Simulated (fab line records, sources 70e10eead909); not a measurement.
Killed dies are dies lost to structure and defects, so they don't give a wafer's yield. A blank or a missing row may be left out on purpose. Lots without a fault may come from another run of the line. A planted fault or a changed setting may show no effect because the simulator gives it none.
fab line records | flow nand_harc
record lots=13 wafers=39 last_day=34
route steps=1302 shown A_M1@1189 A_BONDPAD@1223 END@1302
lots that met no fault: from a run of the same line without faults
start_h: hours from the record's first day to the start of the lot's first wafer shown | wait_h: hours since the lot's step before | " the same as in the row above | L1.1+2: a row that stands for several wafers | - no value, or no start given | * or withheld: withheld | < > ~ a bound
route shown NAME@n: a module of which the file shows steps, and the number in the route of the first | usual: mean/standard deviation of fault-free wafers | same: alike in all rows | chamber/n: place in a boat | sites: the reading at each site | _std_site: their standard deviation | _edge_site: outer sites' mean less inner sites' | radius_mm: how far each site lies from the wafer's centre | mask NAME#n: copy n | behind: the tool/chamber that last shaped the wafer | hold: why the lot was held/for how many hours/how that ended | device: the transistor (n, p or np) that didn't switch | end of line: the same wafers' tests at the end of the route | a step without rows: its recipe alone | killed: dies lost to structure and defects at the first sort, not the wafer's yield | map: a wafer's dies, x killed, . not, _ none there
set.NAME: the setting as run; set.NAME@STEP: as run at that earlier step | model.NAME: the simulator's own value behind a step, which no gauge read
steps of the route over a sample of lots; a table a step, a row a wafer
services: from which hour (start_h, from the record's first day; less than 0 if before it) a tool's chamber was out of use, for how many hours, and why
## steps
# step NHARC_A_M1_DEGAS_29
# recipe temp_c=250 time_s=60
# usual heater_power_w=336/29 susceptor_temp_C=250.02/0.19
# columns lot.wafer tool chamber start_h wait_h heater_power_w susceptor_temp_C
L836.3 pvd_sputter-03 - 521.53 - 285 -
L836.6 " - " " 356 -
L836.5 " - " " 365 -
L838.2 pvd_sputter-01 - 532.35 - 361 -
L838.3 " - " " 348 -
L838.6 " - " " 344 -
L843.1 pvd_sputter-01 - 608.62 - 379 249.87
L843.3 " - " " 309 249.90
L843.6 " - " " 371 249.69
L844.4 pvd_sputter-02 - 616.68 - 369 250.06
L844.2 " - " " 294 250.37
L844.6 " - " " 291 250.09
L846.4 pvd_sputter-03 - 616.96 - 309 -
L846.1 " - " " 364 -
L846.2 " - " " 348 -
L851.2 pvd_sputter-03 - 674.24 - 346 249.58
L851.1 " - " " 305 250.39
L851.5 " - " " 357 250.00
L849.2 pvd_sputter-02 - 677.01 - 279 249.94
L849.3 " - " " 349 250.20
L849.1 " - " " 298 250.01
L853.3 pvd_sputter-01 - 699.64 - 310 -
L853.1 " - " " 312 -
L853.5 " - " " 327 -
L854.4 pvd_sputter-02 - 716.63 - 362 249.87
L854.1 " - " " 292 250.39
L854.6 " - " " 294 250.03
L856.3 pvd_sputter-01 - 722.67 - 303 250.11
L856.4 " - " " 328 249.67
L856.6 " - " " 310 250.27
L857.4 pvd_sputter-01 - 731.36 - 372 250.18
L857.1 " - " " 328 250.06
L857.5 " - " " 313 250.21
L859.4 pvd_sputter-03 - 753.19 - 286 250.12
L859.3 " - " " 345 250.01
L859.6 " - " " 288 250.20
L858.3 pvd_sputter-01 - 788.40 - 319 249.82
L858.2 " - " " 363 249.91
L858.6 " - " " 329 250.12
# step NHARC_A_M1_CMP_23
# recipe t_overpolish_s=20 target_thk_nm=154.34
# usual motor_current_A=12.0/1.1 time_to_endpoint_s=28.5/2
# columns lot.wafer tool chamber start_h wait_h motor_current_A time_to_endpoint_s
L836.3 cmp-02 1 522.65 - 11.5 29.3
L836.5 " 3 " " 10.9 26.7
L836.6 " 0 " " 13.6 25.8
L838.3 cmp-02 1 533.48 - 11.6 29.6
L838.2 " 2 " " 10.3 27.4
L838.6 " 3 " " 10.5 29.1
L843.1 cmp-02 3 609.71 - 10.4 28.3
L843.3 " 2 " " 10.6 31.4
L843.6 " 0 " " 13.4 30.6
L844.2 cmp-01 2 617.78 - 10.6 27.3
L844.4 " 0 " " 13.9 30.4
L844.6 " 1 " " 11.4 29.7
L846.2 cmp-04 1 618.06 - 12.9 27.4
L846.4 " 3 " " 11.9 24.9
L846.1 " 0 " " 11.0 29.6
L851.1 cmp-04 1 675.36 - 12.5 29.6
L851.2 " 3 " " 11.7 27.9
L851.5 " 0 " " 12.1 29.8
L849.1 cmp-04 3 678.09 - 12.3 28.3
L849.3 " 0 " " 11.2 28.6
L849.2 " 2 " " 12.2 28.6
L853.3 cmp-02 1 700.77 - 11.9 28.8
L853.1 " 2 " " 10.7 31.6
L853.5 " 0 " " 13.6 28.0
L854.1 cmp-02 0 717.72 - 14.3 27.0
L854.4 " 1 " " 11.9 28.8
L854.6 " 1 " " 12.0 27.9
L856.3 cmp-01 3 723.75 - 13.1 30.2
L856.4 " 1 " " 11.6 30.6
L856.6 " 0 " " 13.9 30.0
L857.4 cmp-04 1 732.50 - 12.0 27.6
L857.1 " 2 " " 12.6 27.8
L857.5 " 3 " " 11.7 27.5
L859.3 cmp-04 3 754.32 - 12.4 28.1
L859.4 " 0 " " 10.6 31.6
L859.6 " 1 " " 13.2 31.5
L858.3 cmp-01 3 789.47 - 12.5 28.8
L858.2 " 0 " " 13.7 29.5
L858.6 " 3 " " 13.4 26.0
# step NHARC_A_BONDPAD_ETCH_24
# recipe target_depth_a=300 over_etch_frac=0.3 time_s=72.99 ion_energy_ev=150 cf4_flow_sccm=50 n2_flow_sccm=100 ar_flow_sccm=150 rf_w=300 bias_w=100 chemistry=CF4/N2
# usual drypump_motor_current_A=5.9/0.37 oes_product_au=0.999/0.0075 rf_vpp_V=314.6/1.7 showerhead_plenum_p_Torr=2.65/0.09 throttle_valve_pct=19.795/0.0098
# columns lot.wafer tool chamber start_h wait_h drypump_motor_current_A oes_product_au rf_hours_counter_h rf_vpp_V showerhead_plenum_p_Torr throttle_valve_pct
L836.3 rie_diel-09 3 525.81 0.1 6.4 1.003 1 315.0 2.61 19.780
L836.6 " 0 " " 5.6 1.009 - 312.5 2.53 19.796
L836.5 " 2 " " 5.7 0.991 - 318.1 2.81 19.789
L838.3 rie_diel-07 3 536.58 - 5.6 1.002 10 315.6 2.75 19.805
L838.2 " 0 " " 6.3 0.984 11 312.0 2.50 19.789
L838.6 " 3 " " 5.6 1.004 - 316.3 2.75 19.795
L843.1 rie_diel-07 3 612.75 - 5.6 0.994 22 317.0 2.75 19.792
L843.3 " 0 " " 6.3 0.986 21 311.9 2.50 19.792
L843.6 " 2 " " 6.1 1.007 - 313.3 2.65 19.794
L844.2 rie_diel-07 2 620.84 - 6.1 0.997 22 315.7 2.65 19.794
L844.4 " 1 " " 5.9 1.007 21 316.9 2.71 19.779
L844.6 " 3 " " 5.6 0.997 - 315.0 2.75 19.779
L846.1 rie_diel-07 0 621.21 - 6.3 0.994 22 312.6 2.50 19.780
L846.4 " 2 " " 6.1 1.010 22 314.5 2.65 19.791
L846.2 " 3 " " 5.6 0.995 22 315.9 2.75 19.788
L851.2 rie_diel-07 1 678.49 - 5.9 1.000 3 314.2 2.71 19.790
L851.1 " 0 " " 6.3 0.992 3 311.9 2.50 19.793
L851.5 " 2 " " 6.1 0.984 - 315.1 2.65 19.800
L849.2 rie_diel-11 2 681.72 - 6.1 0.990 26 312.3 2.65 19.789
L849.3 " 3 " " 5.0 0.995 25 311.8 2.57 19.797
L849.1 " 0 " " 6.3 1.002 25 315.2 2.67 19.796
L853.1 rie_diel-09 0 703.87 - 5.6 1.006 1 313.3 2.53 19.786
L853.3 " 1 " " 5.8 1.009 1 312.5 2.62 19.801
L853.5 " 0 " " 5.6 0.999 - 312.8 2.53 19.789
L854.1 rie_diel-11 1 720.88 - 6.2 1.009 37 315.2 2.69 19.781
L854.4 " 2 " " 6.1 1.004 39 315.1 2.65 19.788
L854.6 " 0 " " 6.4 1.015 - 314.7 2.66 19.796
L856.3 rie_diel-07 2 726.90 - 6.1 0.986 10 314.2 2.65 19.803
L856.4 " 0 " " 6.3 0.995 11 311.1 2.50 19.787
L856.6 " 2 " " 6.1 0.991 - 314.5 2.65 19.815
L857.1 rie_diel-09 2 735.75 - 5.7 1.004 1 316.4 2.80 19.786
L857.4 " 3 " " 6.4 1.003 2 313.7 2.60 19.792
L857.5 " 3 " " 6.4 1.005 - 312.3 2.60 19.796
L859.3 rie_diel-07 2 757.42 - 6.1 1.000 12 314.6 2.65 19.793
L859.4 " 3 " " 5.6 1.001 13 315.9 2.74 19.812
L859.6 " 2 " " 6.1 0.990 - 315.1 2.65 19.794
L858.2 rie_diel-07 0 792.63 - 6.3 1.000 21 312.3 2.49 19.787
L858.3 " 1 " " 5.9 1.009 20 316.6 2.71 19.811
L858.6 " 3 " " 5.6 1.002 - 316.6 2.74 19.797
# step NHARC_A_BONDPAD_PVD_17
# recipe target_thk_a=50 bias_v=168.6 power_w=15000 chamber_pressure_pa=0.12 time_s=8.06 substrate_temp_c=50 material=TaN
# usual throttle_valve_pct=30.4/1
# columns lot.wafer tool chamber start_h wait_h throttle_valve_pct
L836.3 pvd_sputter-01 - - - 29.5
L836.6 " - " " 30.5
L836.5 " - " " 27.5
L838.3 pvd_sputter-03 - - - 31.4
L838.2 " - " " 32.4
L838.6 " - " " 31.1
L843.3 pvd_sputter-03 - - - 31.0
L843.1 " - " " 31.4
L843.6 " - " " 30.9
L844.4 pvd_sputter-01 - - - 29.6
L844.2 " - " " 30.4
L844.6 " - " " 29.5
L846.2 pvd_sputter-02 - - - 30.8
L846.4 " - " " 30.4
L846.1 " - " " 30.2
L851.2 pvd_sputter-01 - - - 30.3
L851.1 " - " " 28.6
L851.5 " - " " 28.7
L849.2 pvd_sputter-01 - - - 30.5
L849.1 " - " " 30.4
L849.3 " - " " 29.3
L853.1 pvd_sputter-01 - - - 29.4
L853.3 " - " " 30.7
L853.5 " - " " 28.5
L854.1 pvd_sputter-01 - - - 30.2
L854.4 " - " " 28.4
L854.6 " - " " 30.2
L856.3 pvd_sputter-01 - - - 29.4
L856.4 " - " " 30.6
L856.6 " - " " 30.0
L857.4 pvd_sputter-03 - - - 31.1
L857.1 " - " " 30.9
L857.5 " - " " 31.9
L859.3 pvd_sputter-01 - - - 28.5
L859.4 " - " " 30.3
L859.6 " - " " 30.1
L858.2 pvd_sputter-02 - - - 30.8
L858.3 " - " " 30.8
L858.6 " - " " 30.8
# step NHARC_END_SORT_01
# recipe temp_c=25
# usual defect_limited_yield=90.8/2.2 killed_at_array=58/15 killed_at_other=0.8/1.2 killed_at_periphery=3.5/2.5 killed_dies=62/15 killed_open=3.2/1.7 killed_short=2.4/1.5
# same gross_dies=677
# columns lot.wafer tool chamber start_h wait_h defect_limited_yield[%] killed_at_array killed_at_other killed_at_periphery killed_dies killed_open killed_short
L843.1 prober-02 0 644.12 2.5 77.5 143 1 8 152 6 2
L843.3 prober-02 0 645.73 3.1 83.3 107 1 5 113 4 3
L843.6 prober-02 0 648.15 4.0 76.8 149 1 7 157 2 2
L844.2 prober-02 0 652.74 2.8 75.3 161 3 3 167 3 3
L844.4 prober-02 0 654.33 3.4 78.3 143 3 1 147 4 4
L844.6 prober-02 0 655.91 4.0 74.6 166 2 4 172 3 5
L846.1 prober-01 0 655.04 2.6 87.6 79 1 4 84 1 2
L846.2 prober-01 0 655.84 2.8 81.4 117 1 8 126 2 2
L846.4 prober-01 0 657.44 3.4 78.9 137 0 6 143 1 1
# killed by level:class
L843.1 A_BONDPAD:unspecified=85 A_CHANNEL_HOLE_D2:chamber_film_flake=26 A_CONTACT:chamber_film_flake=8 A_STAIRCASE:chamber_film_flake=5 A_M1:chamber_film_flake=5 A_CHANNEL_HOLE_D1:chamber_film_flake=4 A_SLIT:chamber_film_flake=3 P_GATE:geometric_particle:open=2
L843.3 A_BONDPAD:unspecified=43 A_CHANNEL_HOLE_D2:chamber_film_flake=34 A_STAIRCASE:chamber_film_flake=9 A_CHANNEL_HOLE_D1:chamber_film_flake=6 A_CONTACT:chamber_film_flake=4 P_ZERO_WELL:chamber_film_flake=3 P_CONTACT:geometric_particle:short=1 A_DECK1_JOINT:geometric_particle:open=1
L843.6 A_BONDPAD:unspecified=97 A_CHANNEL_HOLE_D2:chamber_film_flake=29 A_CHANNEL_HOLE_D1:chamber_film_flake=5 A_SLIT:chamber_film_flake=5 A_STAIRCASE:chamber_film_flake=4 P_ZERO_WELL:chamber_film_flake=3 A_CONTACT:chamber_film_flake=3 P_BONDPAD:chamber_film_flake=2
L844.2 A_BONDPAD:unspecified=98 A_SLIT:chamber_film_flake=24 A_CHANNEL_HOLE_D1:chamber_film_flake=22 A_CONTACT:chamber_film_flake=7 A_CHANNEL_HOLE_D2:chamber_film_flake=3 THIN_TSV:chamber_film_flake=2 P_M0:geometric_particle:open=1 A_ONON_D1:geometric_particle:open=1
L844.4 A_BONDPAD:unspecified=61 A_SLIT:chamber_film_flake=36 A_CHANNEL_HOLE_D1:chamber_film_flake=23 A_CHANNEL_HOLE_D2:chamber_film_flake=11 A_CONTACT:chamber_film_flake=4 THIN_TSV:chamber_film_flake=3 A_WL_FILL:geometric_particle:short=2 P_M0:geometric_particle:open=1
L846.1 A_BONDPAD:unspecified=46 A_CHANNEL_HOLE_D2:chamber_film_flake=14 A_CHANNEL_HOLE_D1:chamber_film_flake=8 P_GATE:chamber_film_flake=3 A_STAIRCASE:chamber_film_flake=2 A_SLIT:chamber_film_flake=2 A_CHANNEL_FILL_D1:geometric_particle:open=1 A_CHANNEL_FILL_D1:geometric_particle:short=1
L846.2 A_BONDPAD:unspecified=88 A_CHANNEL_HOLE_D2:chamber_film_flake=16 A_CHANNEL_HOLE_D1:chamber_film_flake=5 P_STI:chamber_film_flake=3 P_M0:geometric_particle:open=2 P_GATE:chamber_film_flake=2 A_CHANNEL_FILL_D1:chamber_film_flake=2 A_M1:chamber_film_flake=2
L844.6 A_BONDPAD:unspecified=89 A_SLIT:chamber_film_flake=26 A_CHANNEL_HOLE_D1:chamber_film_flake=24 A_CHANNEL_HOLE_D2:chamber_film_flake=8 A_CONTACT:chamber_film_flake=7 A_BONDPAD:chamber_film_flake=4 A_DECK1_JOINT:geometric_particle:short=3 P_BONDPAD:chamber_film_flake=2
L846.4 A_BONDPAD:unspecified=101 A_CHANNEL_HOLE_D2:chamber_film_flake=14 A_CHANNEL_HOLE_D1:chamber_film_flake=8 P_GATE:chamber_film_flake=5 A_SLIT:chamber_film_flake=4 A_CONTACT:chamber_film_flake=3 A_CHANNEL_FILL_D2:chamber_film_flake=2 P_M0:geometric_particle:open=1
## services
# columns tool chamber start_h hours kind
pvd_sputter-02 - 509.27 2.7 repair
cmp-04 - 512.11 4.0 pm
pvd_sputter-03 - 526.00 10.0 pm
cmp-02 - 539.89 4.0 pm
pvd_sputter-02 - 552.91 0.8 repair
pvd_sputter-01 - 580.46 1.2 repair
pvd_sputter-01 - 584.16 10.0 pm
cmp-02 - 590.67 0.6 repair
cmp-04 - 603.29 1.0 repair
cmp-04 - 610.11 4.0 pm
cmp-02 - 611.71 1.9 repair
cmp-02 - 620.16 0.8 repair
cmp-02 - 621.33 1.4 repair
pvd_sputter-03 - 625.27 1.1 repair
cmp-04 - 627.32 2.3 repair
pvd_sputter-02 - 634.13 6.8 repair
cmp-02 - 638.03 4.0 pm
rie_diel-07 - 648.31 9.0 pm
pvd_sputter-03 - 656.35 7.7 repair
pvd_sputter-01 - 667.92 2.1 repair
pvd_sputter-03 - 704.00 10.0 pm
pvd_sputter-01 - 714.06 1.1 repair
rie_diel-07 - 741.43 4.2 repair
pvd_sputter-01 - 762.16 10.0 pm
## key
first_sign step=NHARC_END_SORT_01 reading=defect_limited_yield direction=down sigmas=5.3 usual=90.8 struck=79.3
effect step=NHARC_END_SORT_01 reading=killed_dies direction=up sigmas=5.3 usual=62 struck=140
more_kills_born_at NHARC_A_BONDPAD_ETCH_24@rie_diel-07=707
met_at NHARC_A_BONDPAD_ETCH_24
struck_lots L843,L844,L846
not_acting_at NHARC_A_M1_DEGAS_29,NHARC_A_M1_CMP_23,NHARC_A_BONDPAD_PVD_17
onset_between 536.58 612.75
fault kind=chamber_particle_source tool=rie_diel-07 chamber=- onset_h=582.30 steps=NHARC_A_BONDPAD_ETCH_24 rate_per_visit_cm2=1.9261 end_h=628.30
